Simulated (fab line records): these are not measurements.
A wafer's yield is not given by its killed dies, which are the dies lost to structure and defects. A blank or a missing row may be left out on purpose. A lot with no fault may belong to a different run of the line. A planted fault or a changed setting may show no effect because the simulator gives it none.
Comparing a struck lot with a sound one || flow nand_harc || 15 steps out of a route of 1302
Sound: these wafers, L716.1, L716.2, L716.4. Wafers L733.2, L733.3, L733.4 were the ones struck. Last of all comes the cause.
Each step with rows lists, per side, the tool, then ch with its chambers, then its first start. Under that, the readings that differ: sound wafers || struck wafers || difference of the means || sigmas: that difference in standard deviations of wafers without a fault.
alike: same words and numbers on both sides, and readings whose means sit less than 2 such deviations apart. not compared: any withheld reading, any reading some wafer has no value for, any bound like >300 that may hide the same value, and any number with overlapping values for which the record gives no deviation.
A row with sigmas, a row that says differs or no value, or rows on one side alone: a step with any of these is where the two part. Non-overlapping numbers with no deviation appear without sigmas and do not part them. Lack of a reading on every wafer of one side parts them only where that side has two or more wafers.

NHARC_A_CONTACT_ETCH_112: etches the open film in C4F8/O2/Ar, time 190 s, target depth 1850 nm.
  sound on har_cap_etch-01 ch 0,1, day 23 19:04; struck on har_cap_etch-03 ch 0,1, day 30 13:58
  alike: run_length_s
  not compared: rf_hours_counter_h
NHARC_A_CONTACT_ETCH_113: etches the open film in C4F8/O2/Ar, time 190 s, target depth 1850 nm.
  sound on har_cap_etch-01 ch 0,1, day 23 19:14; struck on har_cap_etch-03 ch 0,1, day 30 14:08
  alike: run_length_s
  not compared: rf_hours_counter_h
NHARC_A_CONTACT_ETCH_114: etches the open film in C4F8/O2/Ar, time 190 s, target depth 1850 nm.
  sound on har_cap_etch-01 ch 0,1, day 23 19:25; struck on har_cap_etch-03 ch 0,1, day 30 14:19
  alike: run_length_s
  not compared: rf_hours_counter_h
NHARC_A_CONTACT_ETCH_115: etches the open film in C4F8/O2/Ar, time 190 s, target depth 1850 nm.
  sound on har_cap_etch-01 ch 0,1, day 23 19:35; struck on har_cap_etch-03 ch 0,1, day 30 14:29
  alike: run_length_s
  not compared: rf_hours_counter_h
then, 3 steps without rows for these wafers: NHARC_A_CONTACT_ETCH_116 (etches the open film in C4F8/O2/Ar, time 190 s, target depth 1850 nm); NHARC_A_CONTACT_ETCH_117 (etches the open film in C4F8/O2/Ar, time 190 s, target depth 1850 nm); NHARC_A_CONTACT_ETCH_118 (etches the open film in C4F8/O2/Ar, time 190 s, target depth 1850 nm).
NHARC_A_CONTACT_ETCH_119: etches the open film in C4F8/O2/Ar, time 190 s, target depth 1850 nm.
  sound on har_cap_etch-01 ch 0,1, day 23 20:16; struck on har_cap_etch-03 ch 0,1, day 30 15:10
  alike: run_length_s
  not compared: rf_hours_counter_h
then, 4 steps without rows for these wafers: NHARC_A_CONTACT_ETCH_120 (etches the open film in C4F8/O2/Ar, time 190 s, target depth 1850 nm); NHARC_A_CONTACT_ETCH_121 (etches the open film in C4F8/O2/Ar, time 190 s, target depth 1850 nm); NHARC_A_CONTACT_ETCH_122 (etches the open film in C4F8/O2/Ar, time 190 s, target depth 1850 nm); NHARC_A_CONTACT_ETCH_123 (etches the open film in C4F8/O2/Ar, time 490 s, target depth 2110 nm).
NHARC_A_CONTACT_ETCH_90: etches the open film in CH3F/O2, target depth 40 nm, time 85.7 s.
  sound on rie_diel-01 ch 1,3, day 23 21:56; struck on rie_diel-01 ch 0,1,2, day 30 16:50
{"reading": "run_length_s (s)", "sound": "106.8 106.6 106.8", "struck": "71.5 71.4 71.8", "difference": -35.2, "sigmas": -98}
  alike: drypump_motor_current_A, oes_product_au, rf_vpp_V, showerhead_plenum_p_Torr, throttle_valve_pct
  not compared: rf_hours_counter_h
then, 1 step without rows for these wafers: NHARC_A_CONTACT_ETCH_96 (etches the open film in C4F6/O2, target depth 20 nm, time 10 s).
-- jump in the record: it breaks off in module A_CONTACT and resumes in module END (first step shown: number 1302 of the route), and 3 days separate the struck wafers' starts before and after --
NHARC_END_SORT_01:
  sound on prober-01 ch 0, day 26 17:06; struck on prober-01 ch 0, day 33 08:01
  alike: killed_at_array, killed_at_other, killed_at_periphery, killed_dies, killed_open, killed_short

WHERE THEY PART
Only at NHARC_A_CONTACT_ETCH_90, as far as this record shows. Later steps at which nothing parts them and some readings are alike: NHARC_END_SORT_01.

WHY: what had been put in by the simulator
Process parameter drift: rie_diel-01, from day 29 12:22 on, at NHARC_A_CONTACT_ETCH_90. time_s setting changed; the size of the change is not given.
